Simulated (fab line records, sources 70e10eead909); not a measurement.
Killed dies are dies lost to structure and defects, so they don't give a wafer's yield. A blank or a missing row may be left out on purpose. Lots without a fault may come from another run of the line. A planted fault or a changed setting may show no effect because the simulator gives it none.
Chamber matching | flow nand_harc | NHARC_P_BONDPAD_DESCUM_11 on rie_diel-02: 4 sister chambers
The step chemistry O2, time 3 s. 4 wafers are shown with their chamber, then 11 later ones without.

WAFERS WITH THEIR CHAMBER
wafer  | chamber | drypump_motor_current_A (A)
L085.6 | 1       | 5.7
L087.1 | 2       | 6.3
L087.6 | 3       | 5.7
L089.2 | 0       | 6.0

WAFERS WITHOUT THEIR CHAMBER
wafer  | drypump_motor_current_A (A)
L089.4 | 5.8
L089.5 | 5.8
L088.3 | 5.7
L088.5 | 6.0
L088.6 | 5.7
L094.1 | 5.7
L094.4 | 5.7
L094.5 | 5.7
L097.1 | 6.3
L097.3 | 5.7
L097.4 | 6.0

WHICH CHAMBER EACH WENT THROUGH
wafer  | from the rows above     | in truth
L089.4 | can't be placed: 1 or 3 | 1
L089.5 | can't be placed: 1 or 3 | 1
L088.3 | can't be placed: 1 or 3 | 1
L088.5 | 0                       | 0
L088.6 | can't be placed: 1 or 3 | 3
L094.1 | can't be placed: 1 or 3 | 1
L094.4 | can't be placed: 1 or 3 | 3
L094.5 | can't be placed: 1 or 3 | 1
L097.1 | 2                       | 2
L097.3 | can't be placed: 1 or 3 | 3
L097.4 | 0                       | 0
Placed correctly: 3 of 11. Can't be placed from these rows: 8 (the true chamber is among the candidates in 8). Placed wrongly: 0.
How it was worked out, from the rows above alone: a wafer's distance from a chamber is the root of the sum, over the readings, of the square of ((its reading less the chamber's mean) divided by the reading's scatter). The wafer belongs to the nearest chamber; if the next one is less than 2 further off, it can't be placed. A chamber's mean is the mean of its shown wafers. The scatter: with one shown wafer a chamber, the root of the mean of the squares of how far each hidden wafer lies from its nearest shown one.
